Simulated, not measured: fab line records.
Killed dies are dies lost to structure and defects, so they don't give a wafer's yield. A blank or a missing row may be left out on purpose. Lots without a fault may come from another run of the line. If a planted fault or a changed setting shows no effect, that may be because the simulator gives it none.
fab line records    flow n5Finfet
record: lots: 5  wafers: 12  lastDay: 17
route steps=1938 shown BEOL_M4@1099 BEOL_M5@1112 BEOL_M9@1464 PASSIVATION@1936
lots that met no fault: from a run of the same line without faults
startH: hours from the record's opening day to when the first of the lot's shown wafers began    waitH: hours from the lot's prior step to this one    " identical to the entry in the row above    L1.1+2: a row that stands for several wafers    - no value present, or no start provided    * or withheld: withheld    < > ~ a bound
route shown NAME@n: NAME is a module with steps in the file, n the number in the route of the first one    usual: average and standard deviation across the fault-free wafers    same: alike in all rows    chamber/n: place in a boat    sites: each site's reading    _std_site: standard deviation across them    _edge_site: inner sites' mean taken away from outer sites' mean    radiusMm: for every site, how far away it sits from the centre of the wafer    mask NAME#n: copy n    behind: the most recent tool/chamber to have shaped the wafer    hold: reason for holding the lot/hours on hold/outcome of the hold    device: the n, p or np transistor that did not switch    end of line: at the end of the route, the tests of the same wafers    for a step that has no rows: nothing shown but its recipe    killed: the dies lost at the first sort to structure and to defects; this is not the yield of the wafer    map: per-die view of a wafer (x killed, . not killed, _ where there is no die)
set.NAME: the setting as run; set.NAME@STEP: as run at that earlier step    model.NAME: the simulator's own value behind a step, which no gauge read
certain route steps with their lots: each step a table, each wafer a row
services: the hour from which a tool's chamber was out of use, counted from the record's first day as startH (under 0 if before that day), plus the number of hours and why
== steps ==
step: N5_BEOL_M4_ANNEAL_95
recipe: tempC: 400  timeS: 240  ambient: vacuum
step: N5_BEOL_M4_SPUTTER_96
recipe: material: Cu  targetThkA: 45  tempC: -20  chamberPressurePa: 0.07  powerW: withheld  timeS: 8.29
step: N5_BEOL_M4_ECD_50
recipe: material: Cu  targetThkA: 3000
step: N5_BEOL_M4_ANNEAL_51
recipe: tempC: 225  timeS: 90  ambient: N2
step: N5_BEOL_M4_CMP_52
recipe: stopOn: SiOC  tOverpolishS: 6.8  downForcePsi: 1  platenRpm: 50  clearingPlatenDownForcePsi: 1.5  clearingPlatenRpm: 50  postCmpClean: cuAlkaline  targetThkNm: 40  clearingPlatenPadVelocityMS: 0.99484  padVelocityMS: 0.99484
step: N5_BEOL_M4_PRE_CLEAN_60
recipe: gas: NH3/H2  timeS: 15  tempC: *  rfPowerW: 300
step: N5_BEOL_M4_CO_CAP_55
recipe: material: Co  targetThkA: 20  tempC: 200  precursor: CCTBA/H2  pressureTorr: 30  timeS: 102.1
step: N5_BEOL_M4_PRE_CLEAN_56
recipe: gas: NH3  timeS: 15  tempC: withheld  rfPowerW: 300
step: N5_BEOL_M4_DEP_57
recipe: material: SiCN  targetThkA: 80  tempC: withheld  precursor: 3MS/NH3  pressureTorr: 3  rfW: 202  timeS: 14
step: N5_BEOL_M4_RC_MEAS_101
usual: DIBL_N: 36.5/2  DIBL_P: 36.5/2.3  IOFF_N: 0.16/0.036  IOFF_P: 0.21/0.037  ION_N: 672/12  ION_P: 459/7.1  SS_N: 71.6/0.73  SS_P: 73.4/0.76  VT_N: 250/3.3  VT_P: -250.5/2.9
lot.wafer  tool       chamber  startH  waitH  DIBL_N[mV/V]  DIBL_P[mV/V]  IOFF_N[nA/um]  IOFF_P[nA/um]  ION_N[uA/um]  ION_P[uA/um]  SS_N[mV/dec]  SS_P[mV/dec]  VT_N[mV]  VT_P[mV]
L290.3     prober-01  0        223.63  0.3    32.9          33.1          0.10           0.15           651           450           70.4          72.3          255       -253.9
L290.4     "          0        "       "      38.1          38.9          0.19           0.24           676           461           72.7          73.7          248       -247.5
L290.6     "          0        "       "      35.0          34.4          0.13           0.17           664           453           71.4          73.5          254       -252.8
L299.4     prober-02  0        263.16  0.5    38.0          36.4          0.15           0.22           680           462           71.2          72.7          253       -250.4
L299.5     "          0        "       "      39.0          36.9          0.18           0.22           651           445           72.9          73.1          252       -249.4
L301.1     prober-02  0        274.13  0.0    34.9          33.7          0.13           0.20           664           466           71.1          72.7          253       -248.9
L301.3     "          0        "       "      37.1          35.2          0.15           0.22           654           449           71.9          72.9          255       -250.1
L301.6     "          0        "       "      36.9          36.0          0.16           0.24           681           473           71.1          73.3          250       -245.5
L300.1     prober-01  0        280.17  0.0    36.2          34.6          0.16           0.19           672           456           71.8          74.1          247       -253.7
L300.5     "          0        "       "      35.0          33.4          0.13           0.17           671           459           70.8          72.3          249       -251.9
L303.1     prober-02  0        297.75  0.0    35.9          35.4          0.14           0.17           673           456           71.2          73.2          253       -256.2
L303.5     "          0        "       "      37.2          37.3          0.16           0.20           682           459           71.3          73.0          251       -253.5
step: N5_BEOL_M5_ILD_DEP_00
recipe: material: SiCOH_lowk  targetThkA: 1406.4  tempC: 300  precursor: DEMS/porogen  pressureTorr: 5  rfW: 500  timeS: 25.9
step: N5_BEOL_M5_CURE_79
recipe: tempC: 385  timeS: 240  ambient: He/Ar  material: SiCOH_lowk
step: N5_BEOL_M5_PECVD_70
recipe: material: SiO2  targetThkA: 160  tempC: 400  precursor: TEOS/O2  pressureTorr: 5.5  rfW: 450  teosFlowSccm: 53.8  gas: O2  flowSccm: 3000  timeS: 18
step: N5_BEOL_M5_HM_DEP_02
recipe: material: TiN  targetThkA: 200  tempC: 25  chamberPressurePa: 0.49996
step: N5_BEOL_M5_COAT_59
recipe: resist: SOC  tempC: 250  timeS: 60  spinRpm: 1500  resistThkNm: 60
step: N5_BEOL_M5_COAT_60
recipe: resist: SiARC  tempC: 220  timeS: 60  spinRpm: 1500  resistThkNm: 12
step: N5_BEOL_M5_COAT_71
recipe: resist: underlayer  tempC: 205  timeS: 60  spinRpm: 1500  resistThkNm: 5
step: N5_BEOL_M5_COAT_05
recipe: resist: CAR-EUV  spinRpm: 1500  resistThkNm: 30
step: N5_BEOL_M5_EBR_07
recipe: solvent: PGMEA  ebrWidthMm: 1.5
step: N5_BEOL_M5_SOFTBAKE_06
recipe: tempC: 110  timeS: 60  resist: CAR-EUV
step: N5_BEOL_M5_EXPOSE_08
recipe: maskId: M5  na: 0.33  sourceShape: annular  sigmaInner: 0.4  sigmaOuter: 0.8  polarization: unpolarized  targetCdNm: 28  doseMj: 35.75
step: N5_BEOL_M5_PEB_09
recipe: pebTempC: 100  pebTimeS: 60  resist: CAR-EUV
step: N5_BEOL_M5_DEVELOP_10
recipe: developTimeS: 30  developer: TMAH  resist: CAR-EUV  rinseLiquid: surfactantRinse  dry: airSpin  devTempC: 23
step: N5_BEOL_M5_DESCUM_16
recipe: chemistry: O2  timeS: 7  sourcePowerW: 50  biasPowerW: 20  pressureMtorr: 20  rfFrequencyHz: 2.712e+07  tempC: 40  resist: CAR-EUV  o2FlowSccm: 225
step: N5_BEOL_M5_ETCH_72
recipe: chemistry: N2/H2  target: underlayer  targetDepthA: 65  maskMaterial: CAR-EUV  timeS: 5.2  ionEnergyEv: 200  pressureMtorr: 30  sourceW: 840  biasW: 150  n2FlowSccm: 200  h2FlowSccm: 200  ends: cleared
step: N5_BEOL_M5_ETCH_61
recipe: chemistry: CF4  target: SiARC  targetDepthA: 156  maskMaterial: CAR-EUV  timeS: 26  ionEnergyEv: 80  pressureMtorr: 40  sourceW: 545  biasW: 36  Ar_flow_sccm: 100  cf4FlowSccm: 100  ends: cleared
step: N5_BEOL_M5_ETCH_62
recipe: chemistry: N2/H2  target: SOC  targetDepthA: 750  overetchA: 150  maskMaterial: SiARC  tempC: 40  timeS: 112.5  ionEnergyEv: 200  pressureMtorr: 30  sourceW: 840  biasW: 150  n2FlowSccm: 200  h2FlowSccm: 200
step: N5_BEOL_M5_STRIP_63
recipe: chemistry: N2/H2  tempC: 40  n2FlowSccm: 200  h2FlowSccm: 200  rfFrequencyHz: 6e+07
step: N5_BEOL_M5_STRIP_73
recipe: chemistry: N2/H2  tempC: 40  n2FlowSccm: 200  h2FlowSccm: 200  rfFrequencyHz: 6e+07
step: N5_BEOL_M5_STRIP_64
recipe: chemistry: CF4  resist: SiARC  powerW: 300  biasPowerW: 75  pressureMtorr: 50  cf4FlowSccm: 150  rfFrequencyHz: 6e+07
step: N5_BEOL_M5_HM_OPEN_17
recipe: chemistry: Cl2/BCl3  targetDepthA: 200  overetchA: 60  target: TiN  maskMaterial: SOC  ionEnergyEv: 150  pressureMtorr: 10  icpW: 1000  biasW: 126  Cl2_flow_sccm: 53.25  bcl3FlowSccm: 21.75  Ar_flow_sccm: 25
step: N5_BEOL_M5_STRIP_19
recipe: chemistry: O2  powerW: 400  tempC: 40  pressureMtorr: 30  rfFrequencyHz: 6e+07  biasPowerW: 0  overashFraction: 0.2  o2FlowSccm: 225
step: N5_BEOL_M5_COAT_65
recipe: resist: SOC  tempC: 250  timeS: 60  spinRpm: 1500  resistThkNm: 60
step: N5_BEOL_M5_COAT_66
recipe: resist: SiARC  tempC: 220  timeS: 60  spinRpm: 1500  resistThkNm: 12
step: N5_BEOL_M9_CMP_52
recipe: stopOn: SiCOH_lowk  tOverpolishS: 7  downForcePsi: 1  platenRpm: 50  clearingPlatenDownForcePsi: 1.5  clearingPlatenRpm: 50  postCmpClean: cuAlkaline  targetThkNm: 140  clearingPlatenPadVelocityMS: 0.99484  padVelocityMS: 0.99484
usual: barrierFieldEndpointS: 28.6/0.72  motorCurrentA: 6.3/0.59  overpolishRunS: 7.000/0.0091  platenRpm: 50.00/0.037  slurryFilterDpKPa: 13.49/0.14  timeToEndpointS: 65/3.2
lot.wafer  tool    chamber  startH  waitH  barrierFieldEndpointS  motorCurrentA  overpolishRunS  platenRpm  slurryFilterDpKPa  timeToEndpointS
L290.3     cmp-04  0        271.56  0.4    28.5                   6.8            6.987           50.02      13.18              66
L290.4     "       2        "       "      29.1                   6.5            7.011           50.03      13.49              62
L290.6     "       0        "       "      29.4                   6.6            7.001           49.99      13.32              67
L299.4     cmp-04  1        317.06  0.2    28.7                   5.5            6.998           49.98      13.34              67
L299.5     "       0        "       "      47.0                   6.3            0.033           50.00      13.53              86
L301.3     cmp-03  3        325.23  0.2    28.0                   6.6            6.986           50.00      13.34              67
L301.1     "       0        "       "      28.5                   5.7            7.002           50.04      13.51              67
L301.6     "       0        "       "      28.6                   6.0            6.999           50.03      13.48              66
L300.1     cmp-04  2        335.44  0.4    46.9                   6.3            0.043           49.93      13.32              85
L300.5     "       0        "       "      47.0                   6.4            0.041           50.01      13.67              86
L303.1     cmp-04  3        350.18  0.4    47.0                   6.6            0.036           49.96      13.35              88
L303.5     "       0        "       "      47.0                   6.8            0.043           50.02      13.43              86
step: N5_BEOL_M9_THK_MEAS_53
recipe: thkMeasGauge: xrf  reads: Cu_of_BEOL_M9_ECD_50
usual: M9_THK: 141/3.1
lot.wafer  tool          chamber  startH  waitH  M9_THK[nm]
L290.3     filmMetro-02  -        271.81  -      141
L290.4     "             -        "       "      142
L290.6     "             -        "       "      139
L299.4     filmMetro-01  -        317.28  -      140
L299.5     "             -        "       "      261
L301.1     filmMetro-01  -        325.53  -      141
L301.3     "             -        "       "      144
L301.6     "             -        "       "      139
L300.1     filmMetro-02  -        335.62  -      261
L300.5     "             -        "       "      254
L303.1     filmMetro-01  -        350.36  -      263
L303.5     "             -        "       "      254
step: N5_BEOL_M9_INSPECT_58
recipe: inspectInstrument: darkfield  mode: postDep
usual: rawDefectCount: 70/24
lot.wafer  tool              chamber  startH  waitH  rawDefectCount
L290.3     defectInspect-02  -        271.97  0.0    115
L290.4     "                 -        "       "      90
L290.6     "                 -        "       "      65
L299.4     defectInspect-01  -        317.44  0.0    57
L299.5     "                 -        "       "      4210
L301.1     defectInspect-01  -        325.69  0.0    64
L301.3     "                 -        "       "      50
L301.6     "                 -        "       "      73
L300.1     defectInspect-02  -        335.78  0.0    4284
L300.5     "                 -        "       "      4257
L303.1     defectInspect-02  -        350.52  0.0    4256
L303.5     "                 -        "       "      4281
step: N5_PASSIVATION_PROBE_49
usual: defectLimitedYield: 91.4/1.4  killed_at_M0_to_M3: 33/11  killed_at_M4_up: 13/5.3  killedAtContacts: 13/6.1  killedAtFrontEnd: 40/11  killedAtOther: 2.9/2.7  killedDies: 102/17  killedOnRim: 14/4.2  killedOpen: 68/13  killedShort: 32/7.5  sort_bin_5_function: 5.1/0.98  sort_bin_6_memory: 3.2/0.69  sortNPass: 1077/21  sortYieldPct: 91.3/1.7
same: grossDies: 1180  killedAtBackSide: 0  sort_bin_4_leakage[%]: 0  sort_bin_8_speed[%]: 0
lot.wafer  tool       chamber  startH  waitH  defectLimitedYield[%]  killed_at_M0_to_M3  killed_at_M4_up  killedAtContacts  killedAtFrontEnd  killedAtOther  killedDies  killedOnRim  killedOpen  killedShort  sort_bin_5_function[%]  sort_bin_6_memory[%]  sortNPass  sortYieldPct[%]
L299.4     prober-02  -        383.46  0.2    90.9                   53                  10               12                31                1              107         14           78          29           5.2                     3.7                   1073       90.9
L299.5     prober-02  -        383.51  0.2    0                      34                  1093             10                43                0              1180        152          82          30           6.2                     3.2                   0          0
L301.1     prober-02  -        395.48  0.0    88.9                   33                  15               23                59                1              131         14           77          53           7.0                     3.7                   1049       88.9
L301.3     prober-02  -        395.58  0.1    92.5                   13                  15               9                 51                1              89          19           54          31           4.8                     2.5                   1091       92.5
L301.6     prober-02  -        395.73  0.3    90.8                   21                  10               21                56                0              108         11           64          41           4.7                     4.0                   1072       90.8
L300.1     prober-01  -        399.58  0.0    0                      62                  1076             10                31                1              1180        152          86          42           6.4                     4.0                   0          0
L300.5     prober-01  -        399.78  0.2    0                      27                  1107             16                24                6              1180        152          56          27           4.7                     2.2                   0          0
L303.1     prober-01  -        408.97  0.0    0                      33                  1099             18                21                9              1180        152          68          22           4.6                     3.1                   0          0
L303.5     prober-01  -        409.17  0.2    0                      43                  1089             21                26                1              1180        152          82          28           5.9                     3.3                   0          0
killed by level:class
L299.4 BEOL_M3:geometricParticle:open=12 MOL_CONTACT_COAG:geometricParticle:open=11 BEOL_M0_SAQP:geometricParticle:open=11 FIN_SAQP:geometricParticle:open=10 FIN_SAQP:geometricParticle:short=9 BEOL_M0:geometricParticle:open=9 BEOL_M1:geometricParticle:open=8 BEOL_M0_SAQP:geometricParticle:short=7
L299.5 BEOL_M9:areaCmp=1067 STI_FIN_REVEAL:geometricParticle:open=15 BEOL_M4:geometricParticle:open=15 FIN_SAQP:geometricParticle:open=8 BEOL_M1:geometricParticle:open=8 BEOL_M3:geometricParticle:open=8 BEOL_M0_SAQP:geometricParticle:short=7 MOL_CONTACT_COAG:geometricParticle:open=6
L301.1 FIN_SAQP:geometricParticle:short=15 MOL_CONTACT_COAG:geometricParticle:open=13 BEOL_M0_SAQP:geometricParticle:short=11 GATE_CUT:geometricParticle:short=10 MOL_CONTACT_COAG:geometricParticle:short=9 BEOL_M4:geometricParticle:open=9 BEOL_M0_SAQP:geometricParticle:open=8 BEOL_M3:geometricParticle:open=8
L301.3 STI_FIN_REVEAL:geometricParticle:open=11 BEOL_M4:geometricParticle:open=9 FIN_SAQP:geometricParticle:open=8 GATE_CUT:geometricParticle:short=6 FIN_SAQP:geometricParticle:short=5 STARTING-WAFER:geometricParticle:short=5 MOL_CONTACT_COAG:geometricParticle:open=5 STI_FIN_REVEAL:geometricParticle:short=4
L301.6 STI_FIN_REVEAL:geometricParticle:open=18 FIN_SAQP:geometricParticle:short=15 MOL_CONTACT_COAG:geometricParticle:open=13 FIN_SAQP:geometricParticle:open=8 MOL_CONTACT_COAG:geometricParticle:short=7 BEOL_M1:geometricParticle:open=7 BEOL_M3:geometricParticle:open=5 BEOL_M4:geometricParticle:open=5
L300.1 BEOL_M9:areaCmp=1052 BEOL_M0_SAQP:geometricParticle:short=15 BEOL_M0_SAQP:geometricParticle:open=15 MOL_CONTACT_COAG:geometricParticle:open=9 BEOL_M3:geometricParticle:open=9 BEOL_M4:geometricParticle:open=9 FIN_SAQP:geometricParticle:open=8 STI_FIN_REVEAL:geometricParticle:open=8
L300.5 BEOL_M9:areaCmp=1097 MOL_CONTACT_COAG:geometricParticle:open=11 BEOL_M0_SAQP:geometricParticle:open=8 BEOL_M4:geometricParticle:open=7 MOL_CONTACT_COAG:geometricParticle:short=5 STI_FIN_REVEAL:geometricParticle:open=4 STARTING-WAFER:geometricParticle:open=4 PASS1_CAP:geometricParticle:short=4
L303.1 BEOL_M9:areaCmp=1090 MOL_CONTACT_COAG:geometricParticle:open=17 STI_FIN_REVEAL:geometricParticle:open=9 BEOL_M0_SAQP:geometricParticle:open=9 BEOL_M0_SAQP:geometricParticle:short=6 PASS1_CAP:geometricParticle:open=6 BEOL_M1:geometricParticle:open=5 BEOL_M2:geometricParticle:open=4
L303.5 BEOL_M9:areaCmp=1069 MOL_CONTACT_COAG:geometricParticle:open=17 BEOL_M4:geometricParticle:open=11 BEOL_M0_SAQP:geometricParticle:short=9 BEOL_M1:geometricParticle:open=9 BEOL_M2:geometricParticle:open=8 BEOL_M0_SAQP:geometricParticle:open=7 BEOL_M3:geometricParticle:open=6
map L299.5 (x killed, . not)
_________________xxxxxxxxxxxx________________
______________xxxxxxxxxxxxxxxxxx_____________
___________xxxxxxxxxxxxxxxxxxxxxxxx__________
__________xxxxxxxxxxxxxxxxxxxxxxxxxx_________
________xxxxxxxxxxxxxxxxxxxxxxxxxxxxxx_______
_______xxxxxxxxxxxxxxxxxxxxxxxxxxxxxxxx______
______xxxxxxxxxxxxxxxxxxxxxxxxxxxxxxxxxx_____
_____xxxxxxxxxxxxxxxxxxxxxxxxxxxxxxxxxxxx____
____xxxxxxxxxxxxxxxxxxxxxxxxxxxxxxxxxxxxxx___
___xxxxxxxxxxxxxxxxxxxxxxxxxxxxxxxxxxxxxxxx__
___xxxxxxxxxxxxxxxxxxxxxxxxxxxxxxxxxxxxxxxx__
__xxxxxxxxxxxxxxxxxxxxxxxxxxxxxxxxxxxxxxxxxx_
__xxxxxxxxxxxxxxxxxxxxxxxxxxxxxxxxxxxxxxxxxx_
_xxxxxxxxxxxxxxxxxxxxxxxxxxxxxxxxxxxxxxxxxxxx
_xxxxxxxxxxxxxxxxxxxxxxxxxxxxxxxxxxxxxxxxxxxx
_xxxxxxxxxxxxxxxxxxxxxxxxxxxxxxxxxxxxxxxxxxxx
_xxxxxxxxxxxxxxxxxxxxxxxxxxxxxxxxxxxxxxxxxxxx
_xxxxxxxxxxxxxxxxxxxxxxxxxxxxxxxxxxxxxxxxxxxx
_xxxxxxxxxxxxxxxxxxxxxxxxxxxxxxxxxxxxxxxxxxxx
_xxxxxxxxxxxxxxxxxxxxxxxxxxxxxxxxxxxxxxxxxxxx
_xxxxxxxxxxxxxxxxxxxxxxxxxxxxxxxxxxxxxxxxxxxx
__xxxxxxxxxxxxxxxxxxxxxxxxxxxxxxxxxxxxxxxxxx_
__xxxxxxxxxxxxxxxxxxxxxxxxxxxxxxxxxxxxxxxxxx_
___xxxxxxxxxxxxxxxxxxxxxxxxxxxxxxxxxxxxxxxx__
___xxxxxxxxxxxxxxxxxxxxxxxxxxxxxxxxxxxxxxxx__
____xxxxxxxxxxxxxxxxxxxxxxxxxxxxxxxxxxxxxx___
_____xxxxxxxxxxxxxxxxxxxxxxxxxxxxxxxxxxxx____
______xxxxxxxxxxxxxxxxxxxxxxxxxxxxxxxxxx_____
_______xxxxxxxxxxxxxxxxxxxxxxxxxxxxxxxx______
________xxxxxxxxxxxxxxxxxxxxxxxxxxxxxx_______
__________xxxxxxxxxxxxxxxxxxxxxxxxxx_________
___________xxxxxxxxxxxxxxxxxxxxxxxx__________
______________xxxxxxxxxxxxxxxxxx_____________
_________________xxxxxxxxxxxx________________
map L300.1 (x killed, . not)
_________________xxxxxxxxxxxx________________
______________xxxxxxxxxxxxxxxxxx_____________
___________xxxxxxxxxxxxxxxxxxxxxxxx__________
__________xxxxxxxxxxxxxxxxxxxxxxxxxx_________
________xxxxxxxxxxxxxxxxxxxxxxxxxxxxxx_______
_______xxxxxxxxxxxxxxxxxxxxxxxxxxxxxxxx______
______xxxxxxxxxxxxxxxxxxxxxxxxxxxxxxxxxx_____
_____xxxxxxxxxxxxxxxxxxxxxxxxxxxxxxxxxxxx____
____xxxxxxxxxxxxxxxxxxxxxxxxxxxxxxxxxxxxxx___
___xxxxxxxxxxxxxxxxxxxxxxxxxxxxxxxxxxxxxxxx__
___xxxxxxxxxxxxxxxxxxxxxxxxxxxxxxxxxxxxxxxx__
__xxxxxxxxxxxxxxxxxxxxxxxxxxxxxxxxxxxxxxxxxx_
__xxxxxxxxxxxxxxxxxxxxxxxxxxxxxxxxxxxxxxxxxx_
_xxxxxxxxxxxxxxxxxxxxxxxxxxxxxxxxxxxxxxxxxxxx
_xxxxxxxxxxxxxxxxxxxxxxxxxxxxxxxxxxxxxxxxxxxx
_xxxxxxxxxxxxxxxxxxxxxxxxxxxxxxxxxxxxxxxxxxxx
_xxxxxxxxxxxxxxxxxxxxxxxxxxxxxxxxxxxxxxxxxxxx
_xxxxxxxxxxxxxxxxxxxxxxxxxxxxxxxxxxxxxxxxxxxx
_xxxxxxxxxxxxxxxxxxxxxxxxxxxxxxxxxxxxxxxxxxxx
_xxxxxxxxxxxxxxxxxxxxxxxxxxxxxxxxxxxxxxxxxxxx
_xxxxxxxxxxxxxxxxxxxxxxxxxxxxxxxxxxxxxxxxxxxx
__xxxxxxxxxxxxxxxxxxxxxxxxxxxxxxxxxxxxxxxxxx_
__xxxxxxxxxxxxxxxxxxxxxxxxxxxxxxxxxxxxxxxxxx_
___xxxxxxxxxxxxxxxxxxxxxxxxxxxxxxxxxxxxxxxx__
___xxxxxxxxxxxxxxxxxxxxxxxxxxxxxxxxxxxxxxxx__
____xxxxxxxxxxxxxxxxxxxxxxxxxxxxxxxxxxxxxx___
_____xxxxxxxxxxxxxxxxxxxxxxxxxxxxxxxxxxxx____
______xxxxxxxxxxxxxxxxxxxxxxxxxxxxxxxxxx_____
_______xxxxxxxxxxxxxxxxxxxxxxxxxxxxxxxx______
________xxxxxxxxxxxxxxxxxxxxxxxxxxxxxx_______
__________xxxxxxxxxxxxxxxxxxxxxxxxxx_________
___________xxxxxxxxxxxxxxxxxxxxxxxx__________
______________xxxxxxxxxxxxxxxxxx_____________
_________________xxxxxxxxxxxx________________
== services ==
tool    chamber  startH  hours  kind
cmp-04  -        339.24  4.0    pm
cmp-04  -        343.24  -      consumableReplace:conditioner
cmp-04  -        343.24  -      consumableReplace:pad
== key ==
firstSign: step: N5_BEOL_M9_CMP_52  reading: overpolishRunS  direction: down  sigmas: 99+  usual: 7.000  struck: 0.039
effect: step: N5_BEOL_M9_CMP_52  reading: barrierFieldEndpointS  direction: up  sigmas: 25  usual: 28.6  struck: 47.0
effect: step: N5_BEOL_M9_THK_MEAS_53  reading: M9_THK  direction: up  sigmas: 38  usual: 141  struck: 258
effect: step: N5_BEOL_M9_INSPECT_58  reading: rawDefectCount  direction: up  sigmas: 99+  usual: 70  struck: 4258
effect: step: N5_PASSIVATION_PROBE_49  reading: killed_at_M4_up  direction: up  sigmas: 99+  usual: 13  struck: 1093
moreKillsBornAt: N5_BEOL_M9_CMP_52@cmp-04: 5375
metAt N5_BEOL_M9_CMP_52
struckWafers L299.5,L300.1,L300.5,L303.1,L303.5
laterRowsLeftOut L299.5,L300.1,L300.5,L303.1,L303.5
onsetBetween 271.56 317.06
fault: kind: processParameterDrift  tool: cmp-04  chamber: -  onsetH: 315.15  steps: N5_BEOL_M9_CMP_52  channel: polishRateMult  offset: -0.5  shape: step  endH: 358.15  scope: struckWafersOnly
laterRowsLeftOut: the simulator's readings of these wafers behind a module that went badly wrong aren't trusted and aren't shown, but for the sort
